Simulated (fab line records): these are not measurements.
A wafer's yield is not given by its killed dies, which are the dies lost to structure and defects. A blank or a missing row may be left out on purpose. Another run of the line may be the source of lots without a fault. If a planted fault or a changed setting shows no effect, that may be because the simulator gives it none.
Which tool was responsible? | flow nand harc | Sampling: 13 lots, 39 wafers, 5 of 1159 route steps

## WHAT THE GAUGES SHOWED, per wafer
NHARC_END_SORT_01. Usual: killed at array 29, standard deviation 11; killed at other 0.5, standard deviation 0.89; killed at periphery 3.3, standard deviation 2; killed dies 32, standard deviation 11; killed open 3.1, standard deviation 1.9; killed short 2.3, standard deviation 1.6.
lot  | measured     | on        | killed at array | killed at other | killed at periphery | killed dies | killed open | killed short | flag
L321 | day 22 14:51 | prober-02 | 73 22 32        | 0 1 0           | 2 2 1               | 75 25 33    | 4 5 7       | 4 1 1        |

## TOOL THAT RAN EACH LOT (tool first, then ch and the chambers of the sampled wafers, then the start)
lot  | NHARC_A_CONTACT_STRIP_103          | NHARC_A_M1_DEP_33               | NHARC_A_BONDPAD_ETCH_24                       | NHARC_A_BONDPAD_DEGAS_25
L309 | rie diel-07 ch 0,1,2, day 16 23:52 | pecvd-01 ch 0,2, day 18 01:13   | rie diel-10 ch 1,2, day 18 04:33 or earlier   | pvd sputter-01, day 18 04:33
L308 | rie diel-07 ch 0,2,3, day 17 09:38 | pecvd-04 ch 0,2, day 18 08:21   | rie diel-07 ch 0,1, day 18 11:14 or earlier   | pvd sputter-01, day 18 11:14
L312 | rie diel-05 ch 0,2,3, day 17 10:40 | pecvd-02 ch 1,2, day 18 08:18   | rie diel-10 ch 0,2,3, day 18 11:24 or earlier | pvd sputter-03, day 18 11:24
L313 | rie diel-07 ch 1,3, day 17 18:20   | pecvd-04 ch 1,2, day 18 17:55   | rie diel-10 ch 0,1,2, day 18 21:02 or earlier | pvd sputter-01, day 18 21:02
L310 | rie diel-05 ch 0,1,2, day 18 00:23 | pecvd-01 ch 0,1,2, day 18 23:43 | rie diel-10 ch 0,1,3, day 19 02:27 or earlier | pvd sputter-02, day 19 02:27
L314 | rie diel-07 ch 0,1,2, day 18 08:35 | pecvd-01 ch 0,1,2, day 19 12:59 | rie diel-07 ch 1,2,3, day 19 15:47 or earlier | pvd sputter-03, day 19 15:47
L315 | rie diel-05 ch 1,2, day 18 16:22   | pecvd-02 ch 0,1, day 19 19:06   | rie diel-05 ch 1,2,3, day 19 21:54 or earlier | pvd sputter-02, day 19 21:54
L316 | rie diel-13 ch 0,1, day 19 07:02   | pecvd-04 ch 1,2, day 20 11:57   | rie diel-10 ch 2,3, day 20 14:53              | pvd sputter-02, day 20 15:19
L318 | rie diel-07 ch 0,1,2, day 20 03:32 | pecvd-02 ch 0,1,2, day 21 02:01 | rie diel-10 ch 0,2,3, day 21 05:12            | pvd sputter-01, day 21 05:37
L321 | rie diel-07 ch 0,2,3, day 20 05:35 | pecvd-04 ch 1,2, day 21 04:01   | rie diel-10 ch 2,3, day 21 06:35              | pvd sputter-03, day 21 07:01
L329 | rie diel-05 ch 0,1,3, day 22 00:24 | pecvd-02 ch 0,2, day 23 00:07   | rie diel-05 ch 0,1,2, day 23 02:43            | pvd sputter-02, day 23 03:07
L327 | rie diel-05 ch 0,1,3, day 22 05:15 | pecvd-04 ch 1,2, day 23 04:37   | rie diel-07 ch 0,2, day 23 07:34 or earlier   | pvd sputter-02, day 23 07:34
L330 | rie diel-13 ch 1,2,3, day 22 08:52 | pecvd-04 ch 0,1, day 23 07:58   | rie diel-05 ch 2,3, day 23 10:50 or earlier   | pvd sputter-02, day 23 10:50
- NHARC_A_CONTACT_STRIP_103: strips in N2/H2.
- NHARC_A_M1_DEP_33: deposits SiCN, target thk 30 nm.
- NHARC_A_BONDPAD_ETCH_24: etches the open film in CF4/N2, target depth 30 nm, time 72.99 s.
- NHARC_A_BONDPAD_DEGAS_25: time 60 s.

## AS READ BY THE TOOLS THEMSELVES (means over the sampled wafers that have a number; for cases with no such wafer, the mark the record gives instead)
NHARC_A_M1_DEP_33. Usual: heater power w at 563 W, with a standard deviation of 71.
lot  | tool     | heater power w (W) | flag
L309 | pecvd-01 | 613                |
L308 | pecvd-04 | 513                |
L312 | pecvd-02 | 477                |
L313 | pecvd-04 | 636                |
L310 | pecvd-01 | 564                |
L314 | pecvd-01 | 587                |
L315 | pecvd-02 | 492                |
L316 | pecvd-04 | 576                |
L318 | pecvd-02 | 478                |
L321 | pecvd-04 | 584                |
L329 | pecvd-02 | 503                |
L327 | pecvd-04 | 607                |
L330 | pecvd-04 | 618                |

NHARC_A_BONDPAD_ETCH_24. Usual: drypump motor current A 5.7 A, standard deviation 0.35; oes product au 0.998 a.u., standard deviation 0.012; rf vpp V 313.6 V, standard deviation 1.9; showerhead plenum p Torr 2.59 Torr, standard deviation 0.093; throttle valve pct 19.795 %, standard deviation 0.0088.
lot  | tool        | drypump motor current A (A) | oes product au (a.u.) | rf vpp V (V) | showerhead plenum p Torr (Torr) | throttle valve pct (%) | flag
L309 | rie diel-10 | 5.3                         | 0.996                 | 311.7        | 2.49                            | 19.797                 |
L308 | rie diel-07 | 6.3                         | 0.998                 | 314.3        | 2.59                            | 19.793                 |
L312 | rie diel-10 | 5.6                         | 0.997                 | 313.5        | 2.61                            | 19.792                 |
L313 | rie diel-10 | 5.6                         | 1.003                 | 312.4        | 2.54                            | 19.800                 |
L310 | rie diel-10 | 5.5                         | 1.001                 | 315.7        | 2.63                            | 19.806                 |
L314 | rie diel-07 | 5.9                         | 1.009                 | 314.4        | 2.62                            | 19.803                 |
L315 | rie diel-05 | 5.7                         | 1.000                 | 312.9        | 2.59                            | 19.796                 |
L316 | rie diel-10 | 5.4                         | 0.985                 | 314.7        | 2.65                            | 19.792                 |
L318 | rie diel-10 | 5.6                         | 0.986                 | 313.9        | 2.61                            | 19.798                 |
L321 | rie diel-10 | 5.5                         | 0.995                 | 312.7        | 2.55                            | 19.789                 |
L329 | rie diel-05 | 5.7                         | 1.016                 | 313.6        | 2.60                            | 19.789                 |
L327 | rie diel-07 | 6.2                         | 1.011                 | 314.1        | 2.57                            | 19.797                 |
L330 | rie diel-05 | 5.7                         | 1.020                 | 313.6        | 2.55                            | 19.798                 |

NHARC_A_BONDPAD_DEGAS_25. Usual: heater power w at 453 W, with a standard deviation of 26.
lot  | tool           | heater power w (W) | flag
L309 | pvd sputter-01 | 428                |
L308 | pvd sputter-01 | 484                |
L312 | pvd sputter-03 | 459                |
L313 | pvd sputter-01 | 455                |
L310 | pvd sputter-02 | 440                |
L314 | pvd sputter-03 | 433                |
L315 | pvd sputter-02 | 466                |
L316 | pvd sputter-02 | 432                |
L318 | pvd sputter-01 | 478                |
L321 | pvd sputter-03 | 424                |
L329 | pvd sputter-02 | 457                |
L327 | pvd sputter-02 | 435                |
L330 | pvd sputter-02 | 453                |

## THE ANSWER, worked out from the rows above alone
Rule: lot off if the mean of its wafers having a number is beyond 3 standard deviations from the usual mean. Also off: a lot with no number at a reading for which 4 or more lots have one. Any other lot the step has rows for is counted as sound. The gauges are gone through in route order, then the tools' own readings, and for those a lot's mean is taken as printed above. At the first step where some lot is off, the reading lying furthest off is the one used; lots without a number count as furthest.
Nothing can be told from this: no lot is off at any reading shown.

## WHAT THE SIMULATOR HAD INSERTED
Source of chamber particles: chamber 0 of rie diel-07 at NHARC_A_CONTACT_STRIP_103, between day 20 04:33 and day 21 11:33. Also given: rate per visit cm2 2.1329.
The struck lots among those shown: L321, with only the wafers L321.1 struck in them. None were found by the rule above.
